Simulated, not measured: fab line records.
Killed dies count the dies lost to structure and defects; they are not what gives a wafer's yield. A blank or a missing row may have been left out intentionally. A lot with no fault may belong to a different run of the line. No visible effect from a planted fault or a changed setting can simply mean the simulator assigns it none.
Split-lot study | flow n5-finfet | 7 lots, 21 wafers read, on a route of 1938 steps

SPLIT DETAILS
At N5_MOL_CONTACT_COAG_ETCH_124 (etches SiNx in CH3F/O2, stops on SiOC, target depth 6.5 nm), the setting bias-w was moved away from the recipe's 73 W on 6 of the 21 wafers read, by -9.4% to +15.4%. All remaining wafers had this setting at the recipe value.

Reading taken at the split's own step.

THE READING
rf-vpp-V, in V, at N5_MOL_CONTACT_COAG_ETCH_124 (etches SiNx in CH3F/O2, stops on SiOC, target depth 6.5 nm). On this fab line, fault-free wafers typically give 298 V with a standard deviation of 3.1 V.

wafer  | tool, chamber at the split | bias-w as run, W | against the recipe | rf-vpp-V, V | against lot-mates on the recipe
L078.3 | rie-diel-01, 2             | 68.52            | -6.1%              | 284         | -16
L078.5 | rie-diel-01, 0             | 73               | recipe             | 304         | -
L078.6 | rie-diel-01, 3             | 73               | recipe             | 296         | -
L081.1 | rie-diel-01, 3             | 73               | recipe             | 297         | -
L081.2 | rie-diel-01, 0             | 73               | recipe             | 303         | -
L081.4 | rie-diel-01, 2             | 84.22            | +15.4%             | 334         | +34
L082.1 | rie-diel-01, 1             | 73               | recipe             | 295         | -
L082.3 | rie-diel-01, 2             | 73               | recipe             | 298         | -
L082.6 | rie-diel-01, 1             | 73               | recipe             | 296         | -
L084.1 | rie-diel-04, 1             | 73               | recipe             | 300         | -
L084.3 | rie-diel-04, 3             | 66.11            | -9.4%              | 272         | -28
L084.5 | rie-diel-04, 1             | 66.11            | -9.4%              | 277         | -23
L083.2 | rie-diel-04, 1             | 73               | recipe             | 300         | -
L083.5 | rie-diel-04, 1             | 73               | recipe             | 298         | -
L083.6 | rie-diel-04, 2             | 73               | recipe             | 292         | -
L096.2 | rie-diel-04, 2             | 73               | recipe             | 293         | -
L096.3 | rie-diel-04, 3             | 73               | recipe             | 293         | -
L096.6 | rie-diel-04, 3             | 73               | recipe             | 293         | -
L097.2 | rie-diel-01, 3             | 77.76            | +6.5%              | 312         | +9
L097.3 | rie-diel-01, 0             | 73               | recipe             | 303         | -
L097.4 | rie-diel-01, 2             | 77.76            | +6.5%              | 314         | +11

FIT RESULTS
A straight line over all 21 wafers: rf-vpp-V changes by +2.38 V for each +1% of bias-w; r = +0.96; the points scatter about the line by 3.5 V.
The same after taking each lot's own level away (the mean of its wafers on the recipe; 21 wafers): +2.3 V for each +1%; r = +0.97; scatter 3 V.
On that fit, the largest move of bias-w shifts the reading by 35 V.
The span of the lots' own levels, 293.0 to 303.0 V, comes to 3.2 times the standard deviation stated above.
The two slopes are in agreement: the lot-to-lot level therefore moves the slope only a little.
Check: +34.7 V against its lot-mates is what the line predicts for one of the wafers moved furthest among these (+15.4%) when that wafer is left out of the fit. Against them it came out at +34 V.
Tool readings at the split's step, against how far the setting was moved: rf-vpp-V r = +0.96.

THESE WAFERS: OTHER SPLITS
Before the reading, these wafers also passed through other splits. Each is held against what the fit with the lots' levels taken away leaves over:
other split on the same wafers  | wafers away from the commonest value | r with rf-vpp-V (lot level and that fit taken away)
N5_DUMMY_GATE_EXPOSE_12 dose-mj | 7                                    | +0.17
N5_SD_EPI_N_EPI_21 temp-c       | 8                                    | -0.33
N5_SDB_CUT_ETCH_26 icp-w        | 5                                    | +0.11
N5_SDB_ALD_29 ald-cycles        | 7                                    | -0.06

FILE'S OWN FIT
rf-vpp-V changes by +2.28 V for each +1% of bias-w, r = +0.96.
